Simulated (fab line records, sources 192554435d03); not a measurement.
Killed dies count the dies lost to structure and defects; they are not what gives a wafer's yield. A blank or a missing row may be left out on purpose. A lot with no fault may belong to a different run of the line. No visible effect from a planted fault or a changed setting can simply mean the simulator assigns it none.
Chamber matching :: flow n5Finfet :: N5_BEOL_M11_CURE_72 on uvCure-01: 3 sister chambers
The step cures SiCOH lowk, time 120 s. 6 wafers are shown with their chamber, then 11 later ones without.

## EACH WAFER AND ITS CHAMBER
wafer: L080.4
chamber: 1
wafer_temp_C_max: 372.2
lampPowerPct (%): 52.33

wafer: L080.6
chamber: 1
wafer_temp_C_max: 371.8
lampPowerPct (%): 52.41

wafer: L089.5
chamber: 2
wafer_temp_C_max: 371.9
lampPowerPct (%): 52.25

wafer: L088.5
chamber: 0
wafer_temp_C_max: 371.2
lampPowerPct (%): 52.32

wafer: L088.6
chamber: 0
wafer_temp_C_max: 370.9
lampPowerPct (%): 52.32

wafer: L091.2
chamber: 2
wafer_temp_C_max: 373.0
lampPowerPct (%): 52.29

## WAFERS MISSING THEIR CHAMBER
wafer: L091.3
wafer_temp_C_max: 372.9
lampPowerPct (%): 52.35

wafer: L091.6
wafer_temp_C_max: 372.2
lampPowerPct (%): 52.35

wafer: L094.1
wafer_temp_C_max: 372.1
lampPowerPct (%): 52.48

wafer: L094.5
wafer_temp_C_max: 371.9
lampPowerPct (%): 52.34

wafer: L094.6
wafer_temp_C_max: 371.7
lampPowerPct (%): 52.40

wafer: L097.1
wafer_temp_C_max: 371.5
lampPowerPct (%): 52.27

wafer: L097.3
wafer_temp_C_max: 371.7
lampPowerPct (%): 52.32

wafer: L097.6
wafer_temp_C_max: 371.6
lampPowerPct (%): 52.27

wafer: L097.2
wafer_temp_C_max: 372.6
lampPowerPct (%): 52.33

wafer: L097.4
wafer_temp_C_max: 371.4
lampPowerPct (%): 52.31

wafer: L097.5
wafer_temp_C_max: 372.5
lampPowerPct (%): 52.36

## WHICH CHAMBER EACH ONE RAN IN
wafer: L091.3
from the rows above: can't be placed: 1 or 2 or 0
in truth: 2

wafer: L091.6
from the rows above: can't be placed: 1 or 2 or 0
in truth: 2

wafer: L094.1
from the rows above: can't be placed: 1 or 0
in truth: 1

wafer: L094.5
from the rows above: can't be placed: 1 or 0 or 2
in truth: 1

wafer: L094.6
from the rows above: can't be placed: 1 or 0
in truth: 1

wafer: L097.1
from the rows above: can't be placed: 0 or 2 or 1
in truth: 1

wafer: L097.3
from the rows above: can't be placed: 0 or 1 or 2
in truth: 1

wafer: L097.6
from the rows above: can't be placed: 2 or 0 or 1
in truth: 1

wafer: L097.2
from the rows above: can't be placed: 1 or 2 or 0
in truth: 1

wafer: L097.4
from the rows above: can't be placed: 0 or 1 or 2
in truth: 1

wafer: L097.5
from the rows above: can't be placed: 1 or 2
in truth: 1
Correct placement for 0 of the 11. Unplaceable from these rows: 11, with the true chamber sitting among the candidates in 11. Wrongly placed: 0.
How it was worked out, from the rows above alone: a wafer's distance from a chamber is the root of the sum, over the readings, of the square of ((its reading less the chamber's mean) divided by the reading's scatter). The wafer belongs to the nearest chamber; if the next one is less than 2 further off, it can't be placed. The mean given for a chamber averages the wafers shown for that chamber. The scatter is the square root of a quotient: the sum, over the shown wafers, of each reading's squared deviation from its chamber's mean, divided by wafers minus chambers.
